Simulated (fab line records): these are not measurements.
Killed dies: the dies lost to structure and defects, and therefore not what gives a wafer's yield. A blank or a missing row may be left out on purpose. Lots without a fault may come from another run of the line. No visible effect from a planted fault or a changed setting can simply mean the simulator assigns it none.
fab line records + flow n5_finfet
record
- lots=6
- wafers=18
- last_day=17
route steps=1938 shown BEOL_M1@819 BEOL_M4@1111 PASSIVATION@1936
lots with no fault: from the same line, run without faults
start_h: start of the lot's first displayed wafer, in hours after the record's first day + wait_h: time in hours since the lot's previous step + " the same as in the row above + L1.1+2: one row covering several wafers at once + - no value, or no start was given + * or withheld: withheld + < > ~ a bound
route shown NAME@n: names a module that has steps shown in the file, with the first one's number in the route + usual: average and standard deviation across the fault-free wafers + same: alike in all rows + chamber/n: place in a boat + sites: per-site readings + _std_site: standard deviation of those values + _edge_site: the outer-site mean with the inner-site mean subtracted + radius_mm: how far each site lies from the wafer's centre + mask NAME#n: copy n + behind: the tool/chamber that last shaped the wafer + hold: the reason the lot was held/the length of the hold in hours/how it ended + device: whichever transistor did not switch (one of n, p or np) + end of line: at the end of the route, the tests of the same wafers + a step given without rows: its recipe and nothing more + killed: not the wafer's yield, but the dies lost to structure and defects at the first sort + map: dies across one wafer; x = killed, . = not, _ = none there
set.NAME: the setting that was run; set.NAME@STEP: the one run at that earlier step + model.NAME: the simulator's own value behind a step, which no gauge read
lots at some steps of the route; a table a step, a row a wafer
services: when a tool's chamber went out of use (start_h, in hours from the record's first day, below 0 if earlier), for how many hours, and the reason
## steps
# step N5_BEOL_M1_ANNEAL_82
# recipe
- temp_c=400
- time_s=240
- ambient=vacuum
# usual
- heater_power_w=819/68
| lot.wafer | tool           | chamber | start_h | wait_h | heater_power_w |
|-----------|----------------|---------|---------|--------|----------------|
| L543.1    | pvd_sputter-03 | -       | 149.54  | 0.0    | 768            |
| L543.4    | "              | -       | "       | "      | 917            |
| L543.5    | "              | -       | "       | "      | 785            |
| L544.3    | pvd_sputter-03 | -       | 151.80  | 0.0    | 920            |
| L544.5    | "              | -       | "       | "      | 763            |
| L544.6    | "              | -       | "       | "      | 770            |
| L546.2    | pvd_sputter-02 | -       | 166.54  | 0.0    | 989            |
| L546.3    | "              | -       | "       | "      | 796            |
| L546.6    | "              | -       | "       | "      | 730            |
| L547.1    | pvd_sputter-01 | -       | 173.44  | 0.0    | 790            |
| L547.3    | "              | -       | "       | "      | 784            |
| L547.6    | "              | -       | "       | "      | 793            |
| L548.1    | pvd_sputter-02 | -       | 173.50  | 0.0    | 730            |
| L548.2    | "              | -       | "       | "      | 840            |
| L548.4    | "              | -       | "       | "      | 985            |
| L562.1    | pvd_sputter-02 | -       | 258.13  | 0.0    | 847            |
| L562.2    | "              | -       | "       | "      | 1004           |
| L562.6    | "              | -       | "       | "      | 871            |
# step N5_BEOL_M1_SPUTTER_86
# recipe
- material=Cu
- target_thk_a=45
- temp_c=-20
- chamber_pressure_pa=0.07
- power_w=withheld
- time_s=8.29
# step N5_BEOL_M1_ANNEAL_87
# recipe
- temp_c=400
- time_s=240
- ambient=vacuum
# step N5_BEOL_M1_SPUTTER_88
# recipe
- material=Cu
- target_thk_a=45
- temp_c=-20
- chamber_pressure_pa=0.07
- power_w=withheld
- time_s=8.29
# step N5_BEOL_M1_ANNEAL_89
# recipe
- temp_c=400
- time_s=240
- ambient=vacuum
# step N5_BEOL_M1_SPUTTER_90
# recipe
- material=Cu
- target_thk_a=45
- temp_c=-20
- chamber_pressure_pa=0.07
- power_w=withheld
- time_s=8.29
# step N5_BEOL_M1_ANNEAL_91
# recipe
- temp_c=400
- time_s=240
- ambient=vacuum
# usual
- heater_power_w=817/71
| lot.wafer | tool           | chamber | start_h | wait_h | heater_power_w |
|-----------|----------------|---------|---------|--------|----------------|
| L543.1    | pvd_sputter-03 | -       | 150.20  | 0.0    | 774            |
| L543.4    | "              | -       | "       | "      | 937            |
| L543.5    | "              | -       | "       | "      | 772            |
| L544.3    | pvd_sputter-03 | -       | 152.46  | 0.0    | 919            |
| L544.5    | "              | -       | "       | "      | 758            |
| L544.6    | "              | -       | "       | "      | 785            |
| L546.2    | pvd_sputter-02 | -       | 167.20  | 0.0    | 992            |
| L546.3    | "              | -       | "       | "      | 791            |
| L546.6    | "              | -       | "       | "      | 734            |
| L547.1    | pvd_sputter-01 | -       | 174.10  | 0.0    | 798            |
| L547.3    | "              | -       | "       | "      | 773            |
| L547.6    | "              | -       | "       | "      | 790            |
| L548.1    | pvd_sputter-02 | -       | 174.16  | 0.0    | 716            |
| L548.2    | "              | -       | "       | "      | 807            |
| L548.4    | "              | -       | "       | "      | 1024           |
| L562.1    | pvd_sputter-02 | -       | 258.79  | 0.0    | 833            |
| L562.2    | "              | -       | "       | "      | 1008           |
| L562.6    | "              | -       | "       | "      | 851            |
# step N5_BEOL_M1_SPUTTER_92
# recipe
- material=Cu
- target_thk_a=45
- temp_c=-20
- chamber_pressure_pa=0.07
- power_w=withheld
- time_s=8.29
# usual
- throttle_valve_pct=30.0/1.1
| lot.wafer | tool           | chamber | start_h | wait_h | throttle_valve_pct |
|-----------|----------------|---------|---------|--------|--------------------|
| L543.1    | pvd_sputter-03 | -       | 150.34  | 0.1    | 28.8               |
| L543.4    | "              | -       | "       | "      | 28.9               |
| L543.5    | "              | -       | "       | "      | 30.9               |
| L544.3    | pvd_sputter-03 | -       | 152.60  | 0.1    | 29.0               |
| L544.5    | "              | -       | "       | "      | 29.2               |
| L544.6    | "              | -       | "       | "      | 30.8               |
| L546.2    | pvd_sputter-02 | -       | 167.34  | 0.1    | 29.6               |
| L546.3    | "              | -       | "       | "      | 31.5               |
| L546.6    | "              | -       | "       | "      | 31.6               |
| L547.1    | pvd_sputter-01 | -       | 174.24  | 0.1    | 30.2               |
| L547.3    | "              | -       | "       | "      | 30.6               |
| L547.6    | "              | -       | "       | "      | 30.0               |
| L548.1    | pvd_sputter-02 | -       | 174.30  | 0.1    | 31.5               |
| L548.2    | "              | -       | "       | "      | 30.4               |
| L548.4    | "              | -       | "       | "      | 29.7               |
| L562.1    | pvd_sputter-02 | -       | 258.93  | 0.1    | 30.7               |
| L562.2    | "              | -       | "       | "      | 29.6               |
| L562.6    | "              | -       | "       | "      | 30.6               |
# step N5_BEOL_M1_ANNEAL_93
# recipe
- temp_c=400
- time_s=240
- ambient=vacuum
# step N5_BEOL_M1_SPUTTER_94
# recipe
- material=Cu
- target_thk_a=45
- temp_c=-20
- chamber_pressure_pa=0.07
- power_w=withheld
- time_s=8.29
# usual
- throttle_valve_pct=30.0/1.1
| lot.wafer | tool           | chamber | start_h | wait_h | throttle_valve_pct |
|-----------|----------------|---------|---------|--------|--------------------|
| L543.1    | pvd_sputter-03 | -       | 150.56  | 0.1    | 28.9               |
| L543.4    | "              | -       | "       | "      | 28.8               |
| L543.5    | "              | -       | "       | "      | 30.8               |
| L544.3    | pvd_sputter-03 | -       | 152.82  | 0.1    | 29.1               |
| L544.5    | "              | -       | "       | "      | 29.1               |
| L544.6    | "              | -       | "       | "      | 30.8               |
| L546.2    | pvd_sputter-02 | -       | 167.56  | 0.1    | 30.0               |
| L546.3    | "              | -       | "       | "      | 31.4               |
| L546.6    | "              | -       | "       | "      | 31.3               |
| L547.1    | pvd_sputter-01 | -       | 174.46  | 0.1    | 30.1               |
| L547.3    | "              | -       | "       | "      | 30.9               |
| L547.6    | "              | -       | "       | "      | 30.6               |
| L548.1    | pvd_sputter-02 | -       | 174.52  | 0.1    | 31.3               |
| L548.2    | "              | -       | "       | "      | 30.6               |
| L548.4    | "              | -       | "       | "      | 29.5               |
| L562.1    | pvd_sputter-02 | -       | 259.15  | 0.1    | 30.4               |
| L562.2    | "              | -       | "       | "      | 29.6               |
| L562.6    | "              | -       | "       | "      | 30.7               |
# step N5_BEOL_M1_ANNEAL_95
# recipe
- temp_c=400
- time_s=240
- ambient=vacuum
# step N5_BEOL_M1_SPUTTER_96
# recipe
- material=Cu
- target_thk_a=45
- temp_c=-20
- chamber_pressure_pa=0.07
- power_w=withheld
- time_s=8.29
# step N5_BEOL_M1_ECD_50
# recipe
- material=Cu
- target_thk_a=3000
| lot.wafer | tool      | chamber | start_h | wait_h | model.Cu_of_BEOL_M1_ECD_50.thk_nm |
|-----------|-----------|---------|---------|--------|-----------------------------------|
| L543.1    | ecd_cu-02 | 0       | 150.89  | 0.1    | 303                               |
| L543.4    | "         | 1       | "       | "      | 302.6                             |
| L543.5    | "         | 1       | "       | "      | 303.6                             |
| L544.3+6  | ecd_cu-02 | 1       | 153.17  | 0.1    | 431.4                             |
| L544.5    | "         | 0       | "       | "      | 302                               |
| L546.2    | ecd_cu-01 | 0       | 167.90  | 0.1    | 300.8                             |
| L546.3    | "         | 0       | "       | "      | 298.4                             |
| L546.6    | "         | 1       | "       | "      | 296.6                             |
| L547.1    | ecd_cu-02 | 1       | 174.80  | 0.1    | 430.6                             |
| L547.3    | "         | 0       | "       | "      | 297.4                             |
| L547.6    | "         | 1       | "       | "      | 428.6                             |
| L548.1    | ecd_cu-01 | 1       | 174.86  | 0.1    | 298.2                             |
| L548.2    | "         | 0       | "       | "      | 302.6                             |
| L548.4    | "         | 0       | "       | "      | 298.6                             |
| L562.1    | ecd_cu-02 | 1       | 259.49  | 0.1    | 297.4                             |
| L562.2    | "         | 0       | "       | "      | 300                               |
| L562.6    | "         | 1       | "       | "      | 299.8                             |
# step N5_BEOL_M1_ANNEAL_51
# recipe
- temp_c=225
- time_s=90
- ambient=N2
# usual
- wafer_temp_C_max=225.92/0.25
| lot.wafer | tool          | chamber | start_h | wait_h | wafer_temp_C_max |
|-----------|---------------|---------|---------|--------|------------------|
| L543.1    | rtp_anneal-02 | 0       | 150.97  | 0.1    | 226.11           |
| L543.4    | "             | 0       | "       | "      | 225.77           |
| L543.5    | "             | 0       | "       | "      | 226.01           |
| L544.3    | rtp_anneal-02 | 0       | 153.32  | 0.1    | 226.16           |
| L544.5    | "             | 0       | "       | "      | 225.86           |
| L544.6    | "             | 0       | "       | "      | 226.03           |
| L546.2    | rtp_anneal-01 | 0       | 168.12  | 0.2    | 225.67           |
| L546.3    | "             | 0       | "       | "      | 225.88           |
| L546.6    | "             | 0       | "       | "      | 225.70           |
| L547.1    | rtp_anneal-02 | 0       | 174.88  | 0.1    | 225.88           |
| L547.3    | "             | 0       | "       | "      | 225.93           |
| L547.6    | "             | 0       | "       | "      | 226.59           |
| L548.1    | rtp_anneal-01 | 0       | 175.10  | 0.2    | 225.46           |
| L548.2    | "             | 0       | "       | "      | 225.72           |
| L548.4    | "             | 0       | "       | "      | 225.42           |
| L562.1    | rtp_anneal-01 | 0       | 259.57  | 0.1    | 225.97           |
| L562.2    | "             | 0       | "       | "      | 225.82           |
| L562.6    | "             | 0       | "       | "      | 225.81           |
# step N5_BEOL_M1_CMP_52
# recipe
- stop_on=SiOC
- t_overpolish_s=6.8
- down_force_psi=1
- platen_rpm=50
- clearing_platen_down_force_psi=1.5
- clearing_platen_rpm=50
- post_cmp_clean=cu_alkaline
- target_thk_nm=40
- clearing_platen_pad_velocity_m_s=0.99484
- pad_velocity_m_s=0.99484
# usual
- motor_current_A=5.9/0.56
- platen_rpm=50.00/0.032
- time_to_endpoint_s=63/3.4
| lot.wafer | tool   | chamber | start_h | wait_h | motor_current_A | platen_rpm | time_to_endpoint_s |
|-----------|--------|---------|---------|--------|-----------------|------------|--------------------|
| L543.4    | cmp-01 | 2       | 151.35  | 0.2    | 5.8             | 49.98      | 61                 |
| L543.1    | "      | 3       | "       | "      | 7.0             | 49.94      | 66                 |
| L543.5    | "      | 0       | "       | "      | 6.5             | 50.03      | 67                 |
| L544.3    | cmp-02 | 3       | 153.64  | 0.3    | 6.0             | 50.00      | 86                 |
| L544.5    | "      | 0       | "       | "      | 5.6             | 50.05      | 62                 |
| L544.6    | "      | 1       | "       | "      | 5.8             | 49.97      | 90                 |
| L546.2    | cmp-01 | 2       | 168.37  | 0.2    | 6.1             | 50.01      | 60                 |
| L546.3    | "      | 1       | "       | "      | 5.3             | 50.00      | 63                 |
| L546.6    | "      | 2       | "       | "      | 5.8             | 50.03      | 60                 |
| L547.3    | cmp-02 | 0       | 175.18  | 0.2    | 5.6             | 50.05      | 61                 |
| L547.1    | "      | 2       | "       | "      | 5.8             | 50.02      | 84                 |
| L547.6    | "      | 0       | "       | "      | 5.5             | 50.05      | 88                 |
| L548.4    | cmp-01 | 0       | 175.40  | 0.1    | 6.5             | 50.05      | 67                 |
| L548.1    | "      | 2       | "       | "      | 6.2             | 50.01      | 60                 |
| L548.2    | "      | 3       | "       | "      | 6.7             | 50.03      | 69                 |
| L562.2    | cmp-04 | 1       | 259.86  | 0.2    | 5.1             | 50.00      | 65                 |
| L562.1    | "      | 0       | "       | "      | 4.9             | 50.05      | 61                 |
| L562.6    | "      | 2       | "       | "      | 6.5             | 49.99      | 61                 |
# step N5_BEOL_M1_THK_MEAS_53
# recipe
- thk_meas_gauge=xrf
- reads=Cu_of_BEOL_M1_ECD_50
# usual
- M1_THK=39.1/1.6
| lot.wafer | tool          | chamber | start_h | wait_h | M1_THK[nm] |
|-----------|---------------|---------|---------|--------|------------|
| L543.1    | film_metro-02 | -       | 151.56  | -      | 39.7       |
| L543.4    | "             | -       | "       | "      | 39.4       |
| L543.5    | "             | -       | "       | "      | 41.0       |
| L544.3    | film_metro-02 | -       | 153.83  | -      | 37.3       |
| L544.5    | "             | -       | "       | "      | 38.9       |
| L544.6    | "             | -       | "       | "      | 39.5       |
| L546.2    | film_metro-01 | -       | 168.67  | -      | 38.1       |
| L546.3    | "             | -       | "       | "      | 39.0       |
| L546.6    | "             | -       | "       | "      | 40.8       |
| L547.1    | film_metro-02 | -       | 175.47  | -      | 36.2       |
| L547.3    | "             | -       | "       | "      | 36.7       |
| L547.6    | "             | -       | "       | "      | 39.1       |
| L548.1    | film_metro-02 | -       | 175.69  | -      | 38.2       |
| L548.2    | "             | -       | "       | "      | 38.0       |
| L548.4    | "             | -       | "       | "      | 42.1       |
| L562.1    | film_metro-01 | -       | 260.16  | -      | 38.3       |
| L562.2    | "             | -       | "       | "      | 38.6       |
| L562.6    | "             | -       | "       | "      | 38.9       |
# step N5_BEOL_M4_RC_MEAS_101
# usual
- DIBL_N=36.1/1.7
- DIBL_P=35.9/2.1
- IOFF_N=0.154/0.029
- IOFF_P=0.21/0.035
- ION_N=673/10
- ION_P=463/7.5
- SS_N=71.6/0.59
- SS_P=73.2/0.69
- VT_N=250.5/2.9
- VT_P=-250/3.2
| lot.wafer | tool      | chamber | start_h | wait_h | DIBL_N[mV/V] | DIBL_P[mV/V] | IOFF_N[nA/um] | IOFF_P[nA/um] | ION_N[uA/um] | ION_P[uA/um] | SS_N[mV/dec] | SS_P[mV/dec] | VT_N[mV] | VT_P[mV] |
|-----------|-----------|---------|---------|--------|--------------|--------------|---------------|---------------|--------------|--------------|--------------|--------------|----------|----------|
| L543.1    | prober-01 | 0       | 196.25  | 0.0    | 35.5         | 35.3         | 0.171         | 0.23          | 673          | 466          | 71.7         | 74.0         | 246.2    | -246     |
| L543.4    | "         | 0       | "       | "      | 36.5         | 37.7         | 0.201         | 0.28          | 693          | 476          | 71.8         | 73.0         | 243.1    | -245     |
| L543.5    | "         | 0       | "       | "      | 36.5         | 37.9         | 0.203         | 0.27          | 694          | 471          | 71.8         | 73.2         | 243.2    | -245     |
| L544.3    | prober-01 | 0       | 200.20  | 0.3    | 37.2         | 38.4         | 0.183         | 0.26          | 696          | 481          | 71.9         | 74.0         | 247.0    | -249     |
| L544.5    | "         | 0       | "       | "      | 38.1         | 39.4         | 0.205         | 0.28          | 697          | 472          | 71.4         | 74.6         | 243.6    | -247     |
| L544.6    | "         | 0       | "       | "      | 37.3         | 37.8         | 0.173         | 0.24          | 681          | 469          | 71.4         | 73.5         | 248.7    | -249     |
| L547.1    | prober-01 | 0       | 207.21  | 0.0    | 34.7         | 35.5         | 0.158         | 0.22          | 677          | 468          | 71.4         | 73.6         | 247.6    | -248     |
| L547.3    | "         | 0       | "       | "      | 35.5         | 35.1         | 0.150         | 0.21          | 676          | 466          | 71.7         | 73.5         | 251.1    | -249     |
| L547.6    | "         | 0       | "       | "      | 34.0         | 34.5         | 0.138         | 0.21          | 678          | 474          | 71.1         | 73.0         | 251.7    | -247     |
| L546.2    | prober-02 | 0       | 212.24  | 0.2    | 35.9         | 37.1         | 0.151         | 0.24          | 675          | 469          | 72.3         | 73.5         | 247.5    | -247     |
| L546.3    | "         | 0       | "       | "      | 35.6         | 36.0         | 0.149         | 0.22          | 676          | 471          | 71.3         | 72.8         | 249.1    | -248     |
| L546.6    | "         | 0       | "       | "      | 36.7         | 37.5         | 0.155         | 0.25          | 672          | 468          | 71.8         | 73.2         | 250.2    | -248     |
| L548.1    | prober-01 | 0       | 224.10  | 0.0    | 36.9         | 36.7         | 0.150         | 0.22          | 662          | 461          | 70.9         | 73.3         | 250.8    | -245     |
| L548.2    | "         | 0       | "       | "      | 38.3         | 38.8         | 0.176         | 0.25          | 679          | 469          | 72.2         | 74.1         | 248.9    | -245     |
| L548.4    | "         | 0       | "       | "      | 37.7         | 36.7         | 0.155         | 0.21          | 668          | 463          | 72.1         | 73.9         | 249.5    | -249     |
| L562.1    | prober-02 | 0       | 306.03  | 0.0    | 35.9         | 34.3         | 0.147         | 0.20          | 686          | 471          | 70.7         | 72.9         | 250.4    | -248     |
| L562.2    | "         | 0       | "       | "      | 36.8         | 35.8         | 0.165         | 0.24          | 687          | 475          | 71.4         | 72.7         | 247.7    | -248     |
| L562.6    | "         | 0       | "       | "      | 37.0         | 35.5         | 0.161         | 0.23          | 673          | 469          | 70.7         | 72.6         | 247.1    | -249     |
# step N5_PASSIVATION_PROBE_49
# usual
- defect_limited_yield=91.3/1.4
- killed_at_M0_to_M3=34/9.2
- killed_at_M4_up=13/5.3
- killed_at_contacts=12/6
- killed_at_front_end=39/12
- killed_at_other=4/3.3
- killed_dies=102/17
- killed_on_rim=13/3.9
- killed_open=67/12
- killed_short=34/7.4
- sort_bin_5_function=5.1/1
- sort_bin_6_memory=3.2/0.6
- sort_n_pass=1078/17
- sort_yield_pct=91.3/1.4
# same
- gross_dies=1180
- killed_at_back_side=0
- sort_bin_4_leakage[%]=0
- sort_bin_8_speed[%]=0
| lot.wafer | tool      | chamber | start_h | wait_h | defect_limited_yield[%] | killed_at_M0_to_M3 | killed_at_M4_up | killed_at_contacts | killed_at_front_end | killed_at_other | killed_dies | killed_on_rim | killed_open | killed_short | sort_bin_5_function[%] | sort_bin_6_memory[%] | sort_n_pass | sort_yield_pct[%] |
|-----------|-----------|---------|---------|--------|-------------------------|--------------------|-----------------|--------------------|---------------------|-----------------|-------------|---------------|-------------|--------------|------------------------|----------------------|-------------|-------------------|
| L544.3    | prober-02 | -       | 298.40  | 0.1    | 92.6                    | 25                 | 15              | 10                 | 35                  | 2               | 87          | 11            | 59          | 26           | 4.4                    | 2.9                  | 1093        | 92.6              |
| L544.5    | prober-02 | -       | 298.50  | 0.2    | 92.8                    | 31                 | 11              | 5                  | 32                  | 6               | 85          | 11            | 53          | 32           | 4.1                    | 2.9                  | 1095        | 92.8              |
| L544.6    | prober-02 | -       | 298.55  | 0.3    | 91.9                    | 35                 | 11              | 10                 | 37                  | 2               | 95          | 8             | 61          | 32           | 5.2                    | 2.6                  | 1085        | 91.9              |
| L546.2    | prober-01 | -       | 314.40  | 0.1    | 90.3                    | 32                 | 11              | 14                 | 57                  | 0               | 114         | 14            | 77          | 36           | 5.9                    | 3.4                  | 1066        | 90.3              |
| L546.3    | prober-01 | -       | 314.45  | 0.1    | 91.5                    | 30                 | 14              | 12                 | 41                  | 3               | 100         | 16            | 69          | 31           | 5.0                    | 3.1                  | 1080        | 91.5              |
| L546.6    | prober-01 | -       | 314.60  | 0.3    | 90.7                    | 38                 | 7               | 19                 | 44                  | 2               | 110         | 18            | 78          | 31           | 6.4                    | 2.7                  | 1070        | 90.7              |
| L547.1    | prober-01 | -       | 316.82  | 0.1    | 89.1                    | 33                 | 10              | 20                 | 60                  | 6               | 129         | 11            | 82          | 45           | 6.3                    | 4.1                  | 1051        | 89.1              |
| L547.3    | prober-01 | -       | 316.92  | 0.2    | 90.9                    | 43                 | 8               | 10                 | 46                  | 0               | 107         | 10            | 73          | 31           | 5.0                    | 4.1                  | 1073        | 90.9              |
| L547.6    | prober-01 | -       | 317.07  | 0.3    | 90.3                    | 36                 | 13              | 12                 | 53                  | 1               | 115         | 19            | 73          | 41           | 6.0                    | 3.3                  | 1065        | 90.3              |
| L548.1    | prober-02 | -       | 321.96  | 0.0    | 92.8                    | 28                 | 4               | 8                  | 41                  | 4               | 85          | 12            | 52          | 30           | 3.5                    | 3.2                  | 1095        | 92.8              |
| L548.2    | prober-02 | -       | 322.01  | 0.1    | 95.0                    | 15                 | 3               | 7                  | 30                  | 4               | 59          | 6             | 36          | 23           | 3.1                    | 1.9                  | 1121        | 95.0              |
| L548.4    | prober-02 | -       | 322.11  | 0.2    | 93.1                    | 21                 | 14              | 6                  | 32                  | 8               | 81          | 7             | 52          | 28           | 4.2                    | 2.2                  | 1099        | 93.1              |
| L562.2    | prober-02 | -       | 415.06  | 0.1    | 90.4                    | 50                 | 7               | 14                 | 41                  | 1               | 113         | 14            | 73          | 38           | 5.2                    | 3.8                  | 1067        | 90.4              |
| L562.6    | prober-02 | -       | 415.26  | 0.3    | 90.9                    | 29                 | 14              | 6                  | 58                  | 0               | 107         | 17            | 63          | 40           | 4.2                    | 3.8                  | 1073        | 90.9              |
# killed by level:class
L544.3 STI_FIN_REVEAL:geometric_particle:open=12 FIN_SAQP:geometric_particle:short=8 MOL_CONTACT_COAG:geometric_particle:open=8 FIN_SAQP:geometric_particle:open=7 BEOL_M0_SAQP:geometric_particle:short=6 BEOL_M3:geometric_particle:open=5 BEOL_M5:geometric_particle:open=4 BEOL_M1:geometric_particle:open=4
L544.5 BEOL_M0_SAQP:geometric_particle:short=11 BEOL_M0_SAQP:geometric_particle:open=8 STI_FIN_REVEAL:geometric_particle:open=6 BEOL_M1:geometric_particle:open=6 DUMMY_GATE:geometric_particle:open=5 FIN_SAQP:geometric_particle:short=4 STI_FIN_REVEAL:geometric_particle:short=4 BEOL_M5:geometric_particle:open=4
L544.6 BEOL_M0_SAQP:geometric_particle:open=12 FIN_SAQP:geometric_particle:short=9 BEOL_M0_SAQP:geometric_particle:short=9 BEOL_M1:geometric_particle:open=8 MOL_CONTACT_COAG:geometric_particle:open=8 FIN_SAQP:geometric_particle:open=5 ILD0:geometric_particle:open=4 GATE_CUT:geometric_particle:short=4
L546.2 FIN_SAQP:geometric_particle:short=15 FIN_SAQP:geometric_particle:open=14 MOL_CONTACT_COAG:geometric_particle:open=12 STI_FIN_REVEAL:geometric_particle:open=10 BEOL_M0:geometric_particle:open=9 DUMMY_GATE:geometric_particle:open=5 GATE_CUT:geometric_particle:short=5 BEOL_M0_SAQP:geometric_particle:open=4
L546.3 FIN_SAQP:geometric_particle:short=12 MOL_CONTACT_COAG:geometric_particle:open=11 BEOL_M0_SAQP:geometric_particle:open=9 FIN_SAQP:geometric_particle:open=6 DUMMY_GATE:geometric_particle:open=6 STI_FIN_REVEAL:geometric_particle:open=5 BEOL_M2:geometric_particle:open=5 BEOL_M4:geometric_particle:open=5
L546.6 MOL_CONTACT_COAG:geometric_particle:open=14 BEOL_M2:geometric_particle:open=14 FIN_SAQP:geometric_particle:open=9 FIN_SAQP:geometric_particle:short=9 STI_FIN_REVEAL:geometric_particle:open=6 BEOL_M0_SAQP:geometric_particle:open=6 BEOL_M0:geometric_particle:open=6 MOL_CONTACT_COAG:geometric_particle:short=5
L547.1 STI_FIN_REVEAL:geometric_particle:open=21 MOL_CONTACT_COAG:geometric_particle:open=17 BEOL_M0_SAQP:geometric_particle:short=11 STI_FIN_REVEAL:geometric_particle:short=10 DUMMY_GATE:geometric_particle:open=9 BEOL_M0_SAQP:geometric_particle:open=9 DUMMY_GATE:geometric_particle:short=4 BEOL_M4:geometric_particle:open=4
L547.3 BEOL_M0_SAQP:geometric_particle:open=17 STI_FIN_REVEAL:geometric_particle:open=13 BEOL_M0_SAQP:geometric_particle:short=10 MOL_CONTACT_COAG:geometric_particle:open=9 FIN_SAQP:geometric_particle:short=8 DUMMY_GATE:geometric_particle:open=5 BEOL_M2:geometric_particle:open=5 BEOL_M3:geometric_particle:open=5
L547.6 STI_FIN_REVEAL:geometric_particle:open=17 MOL_CONTACT_COAG:geometric_particle:open=10 FIN_SAQP:geometric_particle:short=9 BEOL_M0_SAQP:geometric_particle:open=8 BEOL_M0_SAQP:geometric_particle:short=8 BEOL_M1:geometric_particle:open=7 BEOL_M2:geometric_particle:open=6 GATE_CUT:geometric_particle:short=5
L548.1 BEOL_M0_SAQP:geometric_particle:short=7 FIN_SAQP:geometric_particle:open=6 STI_FIN_REVEAL:geometric_particle:open=6 MOL_CONTACT_COAG:geometric_particle:open=6 FIN_SAQP:geometric_particle:short=5 DUMMY_GATE:geometric_particle:open=5 BEOL_M0_SAQP:geometric_particle:open=5 BEOL_M2:geometric_particle:open=5
L548.2 MOL_CONTACT_COAG:geometric_particle:open=6 DUMMY_GATE:geometric_particle:open=5 STI_FIN_REVEAL:geometric_particle:open=3 DUMMY_GATE:geometric_particle:short=3 GATE_CUT:geometric_particle:open=3 BEOL_M1:geometric_particle:open=3 STARTING-WAFER:geometric_particle:short=3 FIN_CUT:geometric_particle:open=2
L548.4 FIN_SAQP:geometric_particle:short=6 STI_FIN_REVEAL:geometric_particle:open=6 BEOL_M2:geometric_particle:open=5 FIN_SAQP:geometric_particle:open=4 MOL_CONTACT_COAG:geometric_particle:open=4 BEOL_M0_SAQP:geometric_particle:open=4 BEOL_M0_SAQP:geometric_particle:short=4 BEOL_M8:geometric_particle:open=4
L562.2 BEOL_M0_SAQP:geometric_particle:open=16 FIN_SAQP:geometric_particle:short=15 MOL_CONTACT_COAG:geometric_particle:open=10 BEOL_M3:geometric_particle:open=10 FIN_SAQP:geometric_particle:open=9 BEOL_M0_SAQP:geometric_particle:short=7 BEOL_M2:geometric_particle:open=7 BEOL_M1:geometric_particle:open=5
L562.6 FIN_SAQP:geometric_particle:open=16 FIN_SAQP:geometric_particle:short=11 BEOL_M0_SAQP:geometric_particle:open=9 STI_FIN_REVEAL:geometric_particle:open=8 BEOL_M0_SAQP:geometric_particle:short=8 STARTING-WAFER:geometric_particle:short=6 MOL_CONTACT_COAG:geometric_particle:open=4 BEOL_M3:geometric_particle:open=4
## services
| tool           | chamber | start_h | hours | kind   |
|----------------|---------|---------|-------|--------|
| cmp-02         | -       | 132.15  | 1.1   | repair |
| cmp-01         | -       | 176.62  | 2.9   | repair |
| pvd_sputter-01 | -       | 182.92  | 8.3   | repair |
| ecd_cu-01      | -       | 210.21  | 0.5   | repair |
| cmp-04         | -       | 231.82  | 1.6   | repair |
| cmp-02         | -       | 233.52  | 6.2   | pm     |
| cmp-02         | -       | 256.17  | 4.0   | pm     |
## key
first_sign
- step=N5_BEOL_M1_CMP_52
- reading=time_to_endpoint_s
- direction=up
- sigmas=7
- usual=*
- struck=*
effect none on later readings
model_effect
- step=N5_BEOL_M1_ECD_50
- value=Cu_of_BEOL_M1_ECD_50.thk_nm
- without=298.8
- struck=430.5
met_at N5_BEOL_M1_ECD_50
struck_wafers L544.3,L544.6,L547.1,L547.6
onset_between 150.89 153.17
fault
- kind=process_parameter_drift
- tool=ecd_cu-02
- chamber=1
- onset_h=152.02
- steps=N5_BEOL_M1_ECD_50
- channel=target_thk_a
- offset=*
- shape=step
- end_h=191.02
- acts_in=*
- stated=*
